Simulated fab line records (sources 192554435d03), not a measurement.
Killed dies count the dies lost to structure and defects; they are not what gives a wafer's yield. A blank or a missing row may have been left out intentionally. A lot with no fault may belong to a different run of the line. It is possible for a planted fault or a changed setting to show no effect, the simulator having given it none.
fab line records	flow n5-finfet
record lots=5	wafers=12	last-day=17
route steps=1938 shown BEOL_M4@1099 BEOL_M5@1112 PASSIVATION@1936
lots that met no fault: from a run of the same line without faults
start-h: hours from the record's first day to the start of the lot's first wafer shown	wait-h: how many hours have passed since the lot's step before this one	" repeats the value in the row above	L1.1+2: several wafers, shown together as one row	- either no value or no given start	* or withheld: withheld	< > ~ a bound
route shown NAME@n: NAME is a module with steps in the file, n the number in the route of the first one	usual: the fault-free wafers' mean and standard deviation	same: alike in all rows	chamber/n: place in a boat	sites: the reading at each site	_std_site: standard deviation across them	_edge_site: the outer-site mean with the inner-site mean subtracted	radius-mm: for every site, how far away it sits from the centre of the wafer	mask NAME#n: copy n	behind: the tool/chamber that last shaped the wafer	hold: why the lot was held/for how many hours/how that ended	device: transistor that didn't switch, given as n, p or np	end of line: the same wafers' tests at the end of the route	a step given without rows: its recipe and nothing more	killed: dies lost to structure and defects at the first sort, not the wafer's yield	map: dies across one wafer; x = killed, . = not, _ = none there
set.NAME: the setting that was run; set.NAME@STEP: the one run at that earlier step	model.NAME: the simulator's own value behind a step, which no gauge read
lots seen at some steps along the route; tables by step, rows by wafer
services: from which hour (start-h, from the record's first day; less than 0 if before it) a tool's chamber was out of use, for how many hours, and why
## steps
# step N5_BEOL_M4_ANNEAL_95
# recipe temp-c=400	time-s=240	ambient=vacuum
# step N5_BEOL_M4_SPUTTER_96
# recipe material=Cu	target-thk-a=45	temp-c=-20	chamber-pressure-pa=0.07	power-w=withheld	time-s=8.29
# step N5_BEOL_M4_ECD_50
# recipe material=Cu	target-thk-a=3000
# step N5_BEOL_M4_ANNEAL_51
# recipe temp-c=225	time-s=90	ambient=N2
# step N5_BEOL_M4_CMP_52
# recipe stop-on=SiOC	t-overpolish-s=6.8	down-force-psi=1	platen-rpm=50	clearing-platen-down-force-psi=1.5	clearing-platen-rpm=50	post-cmp-clean=cu-alkaline	target-thk-nm=40	clearing-platen-pad-velocity-m-s=0.99484	pad-velocity-m-s=0.99484
# step N5_BEOL_M4_PRE_CLEAN_60
# recipe gas=NH3/H2	time-s=15	temp-c=*	rf-power-w=300
# step N5_BEOL_M4_CO_CAP_55
# recipe material=Co	target-thk-a=20	temp-c=200	precursor=CCTBA/H2	pressure-torr=30	time-s=102.1
# step N5_BEOL_M4_PRE_CLEAN_56
# recipe gas=NH3	time-s=15	temp-c=withheld	rf-power-w=300
# step N5_BEOL_M4_DEP_57
# recipe material=SiCN	target-thk-a=80	temp-c=withheld	precursor=3MS/NH3	pressure-torr=3	rf-w=202	time-s=14
# step N5_BEOL_M4_RC_MEAS_101
# usual DIBL_N=36.3/1.6	DIBL_P=36.5/1.6	IOFF_N=0.163/0.026	IOFF_P=0.22/0.033	ION_N=676/9.9	ION_P=464/6.5	SS_N=71.5/0.5	SS_P=73.3/0.64	VT_N=249.3/2.9	VT_P=-250/3.2
lot.wafer	tool	chamber	start-h	wait-h	DIBL_N[mV/V]	DIBL_P[mV/V]	IOFF_N[nA/um]	IOFF_P[nA/um]	ION_N[uA/um]	ION_P[uA/um]	SS_N[mV/dec]	SS_P[mV/dec]	VT_N[mV]	VT_P[mV]
L633.2	prober-01	0	225.02	0.5	37.6	37.2	0.177	0.27	676	470	71.9	73.7	249.2	-244
L633.3	"	0	"	"	38.8	38.8	0.200	0.31	682	468	72.0	73.7	247.6	-244
L633.5	"	0	"	"	37.2	36.7	0.164	0.27	666	466	72.2	73.2	250.9	-244
L636.1	prober-02	0	254.38	0.0	35.7	36.2	0.166	0.22	674	464	71.5	73.8	249.9	-248
L636.2	"	0	"	"	35.6	35.8	0.148	0.21	676	454	72.2	73.1	248.0	-250
L638.2	prober-01	0	260.99	0.2	35.4	34.1	0.133	0.18	672	458	71.2	73.2	250.0	-254
L638.5	"	0	"	"	36.3	35.0	0.142	0.19	655	449	71.8	72.9	250.3	-253
L641.1	prober-02	0	266.32	0.0	33.4	33.8	0.116	0.16	656	456	70.8	72.8	254.8	-256
L641.5	"	0	"	"	34.4	35.1	0.127	0.17	656	454	71.1	72.7	252.9	-258
L646.2	prober-01	0	304.34	0.2	36.2	39.3	0.170	0.23	669	460	71.8	74.0	246.4	-248
L646.3	"	0	"	"	35.7	38.4	0.167	0.22	679	460	71.3	73.0	249.9	-248
L646.5	"	0	"	"	35.8	38.8	0.165	0.22	681	468	71.3	74.3	249.0	-250
# step N5_BEOL_M5_ILD_DEP_00
# recipe material=SiCOH_lowk	target-thk-a=1406.4	temp-c=300	precursor=DEMS/porogen	pressure-torr=5	rf-w=500	time-s=25.9
# usual heater-power-w=320/56	showerhead-plenum-p-Torr=5.737/0.012	throttle-valve-pct=14.0/0.95
lot.wafer	tool	chamber	start-h	wait-h	heater-power-w	showerhead-plenum-p-Torr	throttle-valve-pct	model.SiCOH_lowk_of_BEOL_M5_ILD_DEP_00.thk-nm
L633.2	pecvd-04	2	225.84	0.7	255	5.729	13.4	139.8
L633.3	"	1	"	"	387	5.739	13.0	138.4
L633.5	"	2	"	"	265	5.723	13.5	142.2
L636.1	pecvd-04	1	255.37	0.8	382	5.738	13.4	222.6
L636.2	"	0	"	"	333	5.756	15.6	142.4
L638.2	pecvd-04	2	261.81	0.7	250	5.738	13.5	138.6
L638.5	"	2	"	"	253	5.722	13.7	223
L641.1	pecvd-04	0	267.29	0.8	271	5.732	15.8	219.6
L641.5	"	1	"	"	341	5.746	13.3	222.4
L646.2	pecvd-01	2	305.15	0.7	472	5.737	13.6	139.2
L646.3	"	0	"	"	274	5.725	13.4	140.4
L646.5	"	0	"	"	281	5.730	13.5	143
# step N5_BEOL_M5_CURE_79
# recipe temp-c=385	time-s=240	ambient=He/Ar	material=SiCOH_lowk
# step N5_BEOL_M5_THK_MEAS_01
# recipe reads=SiCOH_lowk_of_BEOL_M5_ILD_DEP_00
# usual M5_ILD_THK=121.2/1.5
lot.wafer	tool	chamber	start-h	wait-h	M5_ILD_THK[nm]
L633.2	film-metro-01	-	226.41	0.4	120.3
L633.3	"	-	"	"	119.1
L633.5	"	-	"	"	122.4
L636.1	film-metro-02	-	255.99	0.4	192.3
L636.2	"	-	"	"	122.6
L638.2	film-metro-01	-	262.38	0.4	119.3
L638.5	"	-	"	"	192.7
L641.1	film-metro-01	-	267.86	0.4	189.9
L641.5	"	-	"	"	192.3
L646.2	film-metro-01	-	305.72	0.4	119.8
L646.3	"	-	"	"	120.8
L646.5	"	-	"	"	123.0
# step N5_BEOL_M5_PECVD_70
# recipe material=SiO2	target-thk-a=160	temp-c=400	precursor=TEOS/O2	pressure-torr=5.5	rf-w=450	teos-flow-sccm=53.8	gas=O2	flow-sccm=3000	time-s=18
# step N5_BEOL_M5_HM_DEP_02
# recipe material=TiN	target-thk-a=200	temp-c=25	chamber-pressure-pa=0.49996
# step N5_BEOL_M5_COAT_59
# recipe resist=SOC	temp-c=250	time-s=60	spin-rpm=1500	resist-thk-nm=60
# step N5_BEOL_M5_COAT_60
# recipe resist=SiARC	temp-c=220	time-s=60	spin-rpm=1500	resist-thk-nm=12
# step N5_BEOL_M5_COAT_71
# recipe resist=underlayer	temp-c=205	time-s=60	spin-rpm=1500	resist-thk-nm=5
# step N5_BEOL_M5_COAT_05
# recipe resist=CAR-EUV	spin-rpm=1500	resist-thk-nm=30
# step N5_BEOL_M5_EBR_07
# recipe solvent=PGMEA	ebr-width-mm=1.5
# step N5_BEOL_M5_SOFTBAKE_06
# recipe temp-c=110	time-s=60	resist=CAR-EUV
# step N5_BEOL_M5_EXPOSE_08
# recipe mask-id=M5	na=0.33	source-shape=annular	sigma-inner=0.4	sigma-outer=0.8	polarization=unpolarized	target-cd-nm=28	dose-mj=35.75
# step N5_BEOL_M5_PEB_09
# recipe peb-temp-c=100	peb-time-s=60	resist=CAR-EUV
# step N5_BEOL_M5_DEVELOP_10
# recipe develop-time-s=30	developer=TMAH	resist=CAR-EUV	rinse-liquid=surfactant-rinse	dry=air-spin	dev-temp-c=23
# step N5_BEOL_M5_DESCUM_16
# recipe chemistry=O2	time-s=7	source-power-w=50	bias-power-w=20	pressure-mtorr=20	rf-frequency-hz=2.712e+07	temp-c=40	resist=CAR-EUV	o2-flow-sccm=225
# step N5_BEOL_M5_ETCH_72
# recipe chemistry=N2/H2	target=underlayer	target-depth-a=65	mask-material=CAR-EUV	time-s=5.2	ion-energy-ev=200	pressure-mtorr=30	source-w=840	bias-w=150	n2-flow-sccm=200	h2-flow-sccm=200	ends=cleared
# step N5_BEOL_M5_ETCH_61
# recipe chemistry=CF4	target=SiARC	target-depth-a=156	mask-material=CAR-EUV	time-s=26	ion-energy-ev=80	pressure-mtorr=40	source-w=545	bias-w=36	Ar_flow_sccm=100	cf4-flow-sccm=100	ends=cleared
# step N5_BEOL_M5_ETCH_62
# recipe chemistry=N2/H2	target=SOC	target-depth-a=750	overetch-a=150	mask-material=SiARC	temp-c=40	time-s=112.5	ion-energy-ev=200	pressure-mtorr=30	source-w=840	bias-w=150	n2-flow-sccm=200	h2-flow-sccm=200
# step N5_BEOL_M5_STRIP_63
# recipe chemistry=N2/H2	temp-c=40	n2-flow-sccm=200	h2-flow-sccm=200	rf-frequency-hz=6e+07
# step N5_BEOL_M5_STRIP_73
# recipe chemistry=N2/H2	temp-c=40	n2-flow-sccm=200	h2-flow-sccm=200	rf-frequency-hz=6e+07
# step N5_BEOL_M5_STRIP_64
# recipe chemistry=CF4	resist=SiARC	power-w=300	bias-power-w=75	pressure-mtorr=50	cf4-flow-sccm=150	rf-frequency-hz=6e+07
# step N5_BEOL_M5_HM_OPEN_17
# recipe chemistry=Cl2/BCl3	target-depth-a=200	overetch-a=60	target=TiN	mask-material=SOC	ion-energy-ev=150	pressure-mtorr=10	icp-w=1000	bias-w=126	Cl2_flow_sccm=53.25	bcl3-flow-sccm=21.75	Ar_flow_sccm=25
# step N5_BEOL_M5_STRIP_19
# recipe chemistry=O2	power-w=400	temp-c=40	pressure-mtorr=30	rf-frequency-hz=6e+07	bias-power-w=0	overash-fraction=0.2	o2-flow-sccm=225
# step N5_BEOL_M5_COAT_65
# recipe resist=SOC	temp-c=250	time-s=60	spin-rpm=1500	resist-thk-nm=60
# step N5_BEOL_M5_COAT_66
# recipe resist=SiARC	temp-c=220	time-s=60	spin-rpm=1500	resist-thk-nm=12
# step N5_BEOL_M5_CMP_52
# recipe stop-on=SiCOH_lowk	t-overpolish-s=6.9	down-force-psi=1	platen-rpm=50	clearing-platen-down-force-psi=1.5	clearing-platen-rpm=50	post-cmp-clean=cu-alkaline	target-thk-nm=62	clearing-platen-pad-velocity-m-s=0.99484	pad-velocity-m-s=0.99484
# usual motor-current-A=6.0/0.76	pad-life-wafers=1031/580
lot.wafer	tool	chamber	start-h	wait-h	motor-current-A	pad-life-wafers	model.SiCOH_lowk_of_BEOL_M5_ILD_DEP_00.thk-nm
L633.3	cmp-02	1	236.24	0.2	6.4	2047	116.2
L633.2	"	2	"	"	5.6	2048	117.4
L633.5	"	1	"	"	6.3	-	119.4
L636.1	cmp-03	0	267.11	0.3	5.7	931	189.4
L636.2	"	2	"	"	5.9	933	119.6
L638.2	cmp-03	3	271.93	0.2	7.5	984	116.2
L638.5	"	0	"	"	5.5	-	189.8
L641.1	cmp-02	0	279.36	0.4	5.1	225	186.8
L641.5	"	1	"	"	6.6	-	189.2
L646.2	cmp-01	3	316.51	0.3	6.4	356	116.6
L646.3	"	0	"	"	5.9	357	117.8
L646.5	"	1	"	"	5.9	-	120
# step N5_PASSIVATION_PROBE_49
# usual defect-limited-yield=91.2/1.5	killed_at_M0_to_M3=32/9.6	killed_at_M4_up=13/5.3	killed-at-contacts=13/6.7	killed-at-front-end=42/11	killed-at-other=3.8/2.9	killed-dies=103/17	killed-on-rim=14/4.4	killed-open=67/13	killed-short=35/7.9	sort_bin_5_function=5.2/0.94	sort_bin_6_memory=3.3/0.64	sort-n-pass=1077/17	sort-yield-pct=91.2/1.5
# same gross-dies=1180	killed-at-back-side=0	sort_bin_4_leakage[%]=0	sort_bin_8_speed[%]=0
lot.wafer	tool	chamber	start-h	wait-h	defect-limited-yield[%]	killed_at_M0_to_M3	killed_at_M4_up	killed-at-contacts	killed-at-front-end	killed-at-other	killed-dies	killed-on-rim	killed-open	killed-short	sort_bin_5_function[%]	sort_bin_6_memory[%]	sort-n-pass	sort-yield-pct[%]
L636.1	prober-02	-	358.25	0.0	0	53	1081	5	34	7	1180	152	68	40	95.9	3.7	0	0
L641.1	prober-02	-	369.00	0.0	0	47	1062	10	55	6	1180	152	90	40	96.2	3.1	0	0
L641.5	prober-02	-	369.20	0.2	0	22	1112	4	38	4	1180	152	54	20	97.4	2.5	0	0
L638.5	prober-02	-	371.37	0.2	0	45	1061	15	58	1	1180	152	87	42	95.5	4.2	0	0
L646.3	prober-01	-	415.04	0.1	91.7	31	15	10	40	2	98	14	63	32	4.7	3.3	1082	91.7
L646.5	prober-01	-	415.14	0.2	91.2	44	14	13	30	3	104	18	65	37	5.2	3.2	1076	91.2
# killed by level:class
L636.1 BEOL_M5:area-etch=1072 BEOL_M0_SAQP:geometric-particle:open=21 BEOL_M3:geometric-particle:open=13 BEOL_M0_SAQP:geometric-particle:short=9 DUMMY_GATE:geometric-particle:open=6 GATE_CUT:geometric-particle:short=6 FIN_SAQP:geometric-particle:short=4 FIN_SAQP:geometric-particle:open=4
L641.1 BEOL_M5:area-etch=1050 FIN_SAQP:geometric-particle:open=22 FIN_SAQP:geometric-particle:short=11 BEOL_M0_SAQP:geometric-particle:short=10 MOL_CONTACT_COAG:geometric-particle:open=9 BEOL_M0_SAQP:geometric-particle:open=9 BEOL_M3:geometric-particle:open=8 BEOL_M1:geometric-particle:open=8
L641.5 BEOL_M5:area-etch=1106 FIN_SAQP:geometric-particle:open=9 STI_FIN_REVEAL:geometric-particle:open=5 DUMMY_GATE:geometric-particle:open=5 BEOL_M1:geometric-particle:open=5 FIN_SAQP:geometric-particle:short=4 MOL_CONTACT_COAG:geometric-particle:open=4 BEOL_M0_SAQP:geometric-particle:open=4
L638.5 BEOL_M5:area-etch=1051 FIN_SAQP:geometric-particle:short=15 FIN_SAQP:geometric-particle:open=13 BEOL_M2:geometric-particle:open=13 STI_FIN_REVEAL:geometric-particle:open=12 MOL_CONTACT_COAG:geometric-particle:open=10 BEOL_M0_SAQP:geometric-particle:short=7 BEOL_M0_SAQP:geometric-particle:open=7
L646.3 STI_FIN_REVEAL:geometric-particle:open=10 MOL_CONTACT_COAG:geometric-particle:open=9 BEOL_M1:geometric-particle:open=9 BEOL_M2:geometric-particle:open=7 FIN_SAQP:geometric-particle:short=6 GATE_CUT:geometric-particle:short=6 STI_FIN_REVEAL:geometric-particle:short=4 BEOL_M0_SAQP:geometric-particle:short=4
L646.5 MOL_CONTACT_COAG:geometric-particle:open=11 BEOL_M0_SAQP:geometric-particle:open=10 BEOL_M1:geometric-particle:open=9 BEOL_M3:geometric-particle:open=7 BEOL_M0:geometric-particle:short=6 BEOL_M0_SAQP:geometric-particle:short=5 STARTING-WAFER:geometric-particle:short=5 FIN_SAQP:geometric-particle:open=4
# map L636.1 (x killed, . not)
_________________xxxxxxxxxxxx________________
______________xxxxxxxxxxxxxxxxxx_____________
___________xxxxxxxxxxxxxxxxxxxxxxxx__________
__________xxxxxxxxxxxxxxxxxxxxxxxxxx_________
________xxxxxxxxxxxxxxxxxxxxxxxxxxxxxx_______
_______xxxxxxxxxxxxxxxxxxxxxxxxxxxxxxxx______
______xxxxxxxxxxxxxxxxxxxxxxxxxxxxxxxxxx_____
_____xxxxxxxxxxxxxxxxxxxxxxxxxxxxxxxxxxxx____
____xxxxxxxxxxxxxxxxxxxxxxxxxxxxxxxxxxxxxx___
___xxxxxxxxxxxxxxxxxxxxxxxxxxxxxxxxxxxxxxxx__
___xxxxxxxxxxxxxxxxxxxxxxxxxxxxxxxxxxxxxxxx__
__xxxxxxxxxxxxxxxxxxxxxxxxxxxxxxxxxxxxxxxxxx_
__xxxxxxxxxxxxxxxxxxxxxxxxxxxxxxxxxxxxxxxxxx_
_xxxxxxxxxxxxxxxxxxxxxxxxxxxxxxxxxxxxxxxxxxxx
_xxxxxxxxxxxxxxxxxxxxxxxxxxxxxxxxxxxxxxxxxxxx
_xxxxxxxxxxxxxxxxxxxxxxxxxxxxxxxxxxxxxxxxxxxx
_xxxxxxxxxxxxxxxxxxxxxxxxxxxxxxxxxxxxxxxxxxxx
_xxxxxxxxxxxxxxxxxxxxxxxxxxxxxxxxxxxxxxxxxxxx
_xxxxxxxxxxxxxxxxxxxxxxxxxxxxxxxxxxxxxxxxxxxx
_xxxxxxxxxxxxxxxxxxxxxxxxxxxxxxxxxxxxxxxxxxxx
_xxxxxxxxxxxxxxxxxxxxxxxxxxxxxxxxxxxxxxxxxxxx
__xxxxxxxxxxxxxxxxxxxxxxxxxxxxxxxxxxxxxxxxxx_
__xxxxxxxxxxxxxxxxxxxxxxxxxxxxxxxxxxxxxxxxxx_
___xxxxxxxxxxxxxxxxxxxxxxxxxxxxxxxxxxxxxxxx__
___xxxxxxxxxxxxxxxxxxxxxxxxxxxxxxxxxxxxxxxx__
____xxxxxxxxxxxxxxxxxxxxxxxxxxxxxxxxxxxxxx___
_____xxxxxxxxxxxxxxxxxxxxxxxxxxxxxxxxxxxx____
______xxxxxxxxxxxxxxxxxxxxxxxxxxxxxxxxxx_____
_______xxxxxxxxxxxxxxxxxxxxxxxxxxxxxxxx______
________xxxxxxxxxxxxxxxxxxxxxxxxxxxxxx_______
__________xxxxxxxxxxxxxxxxxxxxxxxxxx_________
___________xxxxxxxxxxxxxxxxxxxxxxxx__________
______________xxxxxxxxxxxxxxxxxx_____________
_________________xxxxxxxxxxxx________________
# map L638.5 (x killed, . not)
_________________xxxxxxxxxxxx________________
______________xxxxxxxxxxxxxxxxxx_____________
___________xxxxxxxxxxxxxxxxxxxxxxxx__________
__________xxxxxxxxxxxxxxxxxxxxxxxxxx_________
________xxxxxxxxxxxxxxxxxxxxxxxxxxxxxx_______
_______xxxxxxxxxxxxxxxxxxxxxxxxxxxxxxxx______
______xxxxxxxxxxxxxxxxxxxxxxxxxxxxxxxxxx_____
_____xxxxxxxxxxxxxxxxxxxxxxxxxxxxxxxxxxxx____
____xxxxxxxxxxxxxxxxxxxxxxxxxxxxxxxxxxxxxx___
___xxxxxxxxxxxxxxxxxxxxxxxxxxxxxxxxxxxxxxxx__
___xxxxxxxxxxxxxxxxxxxxxxxxxxxxxxxxxxxxxxxx__
__xxxxxxxxxxxxxxxxxxxxxxxxxxxxxxxxxxxxxxxxxx_
__xxxxxxxxxxxxxxxxxxxxxxxxxxxxxxxxxxxxxxxxxx_
_xxxxxxxxxxxxxxxxxxxxxxxxxxxxxxxxxxxxxxxxxxxx
_xxxxxxxxxxxxxxxxxxxxxxxxxxxxxxxxxxxxxxxxxxxx
_xxxxxxxxxxxxxxxxxxxxxxxxxxxxxxxxxxxxxxxxxxxx
_xxxxxxxxxxxxxxxxxxxxxxxxxxxxxxxxxxxxxxxxxxxx
_xxxxxxxxxxxxxxxxxxxxxxxxxxxxxxxxxxxxxxxxxxxx
_xxxxxxxxxxxxxxxxxxxxxxxxxxxxxxxxxxxxxxxxxxxx
_xxxxxxxxxxxxxxxxxxxxxxxxxxxxxxxxxxxxxxxxxxxx
_xxxxxxxxxxxxxxxxxxxxxxxxxxxxxxxxxxxxxxxxxxxx
__xxxxxxxxxxxxxxxxxxxxxxxxxxxxxxxxxxxxxxxxxx_
__xxxxxxxxxxxxxxxxxxxxxxxxxxxxxxxxxxxxxxxxxx_
___xxxxxxxxxxxxxxxxxxxxxxxxxxxxxxxxxxxxxxxx__
___xxxxxxxxxxxxxxxxxxxxxxxxxxxxxxxxxxxxxxxx__
____xxxxxxxxxxxxxxxxxxxxxxxxxxxxxxxxxxxxxx___
_____xxxxxxxxxxxxxxxxxxxxxxxxxxxxxxxxxxxx____
______xxxxxxxxxxxxxxxxxxxxxxxxxxxxxxxxxx_____
_______xxxxxxxxxxxxxxxxxxxxxxxxxxxxxxxx______
________xxxxxxxxxxxxxxxxxxxxxxxxxxxxxx_______
__________xxxxxxxxxxxxxxxxxxxxxxxxxx_________
___________xxxxxxxxxxxxxxxxxxxxxxxx__________
______________xxxxxxxxxxxxxxxxxx_____________
_________________xxxxxxxxxxxx________________
## services
tool	chamber	start-h	hours	kind
cmp-02	-	205.70	5.9	pm
pecvd-04	0	228.16	5.5	scheduled-down
cmp-03	-	243.11	0.5	repair
cmp-01	-	247.09	1.8	repair
cmp-02	-	247.15	4.0	pm
cmp-02	-	251.15	-	consumable-replace:conditioner
cmp-02	-	251.15	-	consumable-replace:pad
cmp-02	-	256.86	1.4	repair
cmp-01	-	268.50	4.0	pm
cmp-01	-	272.50	-	consumable-replace:conditioner
cmp-01	-	272.50	-	consumable-replace:pad
cmp-01	-	279.79	0.9	repair
pecvd-04	-	300.67	1.8	repair
cmp-01	-	306.65	1.1	repair
## key
first-sign step=N5_BEOL_M5_THK_MEAS_01	reading=M5_ILD_THK	direction=up	sigmas=46	usual=121.2	struck=191.8
effect step=N5_PASSIVATION_PROBE_49	reading=killed_at_M4_up	direction=up	sigmas=99+	usual=13	struck=1079
model-effect step=N5_BEOL_M5_ILD_DEP_00	value=SiCOH_lowk_of_BEOL_M5_ILD_DEP_00.thk-nm	without=140.8	struck=221.9
model-effect step=N5_BEOL_M5_CMP_52	value=SiCOH_lowk_of_BEOL_M5_ILD_DEP_00.thk-nm	without=118.1	struck=188.8
more-kills-born-at N5_BEOL_M5_ETCH_41@rie-diel-06=3228	N5_BEOL_M5_ETCH_41@rie-diel-02=1051
met-at N5_BEOL_M5_ILD_DEP_00
struck-wafers L636.1,L638.5,L641.1,L641.5
later-rows-left-out L636.1,L638.5,L641.1,L641.5
onset-between 225.84 255.37
fault kind=process-parameter-drift	tool=pecvd-04	chamber=-	onset-h=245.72	steps=N5_BEOL_M5_ILD_DEP_00	channel=time-s	offset=*	shape=step	end-h=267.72	scope=struck-wafers-only	acts-in=*	stated=*
# later-rows-left-out: the simulator's readings of these wafers behind a module that went badly wrong aren't trusted and aren't shown, but for the sort
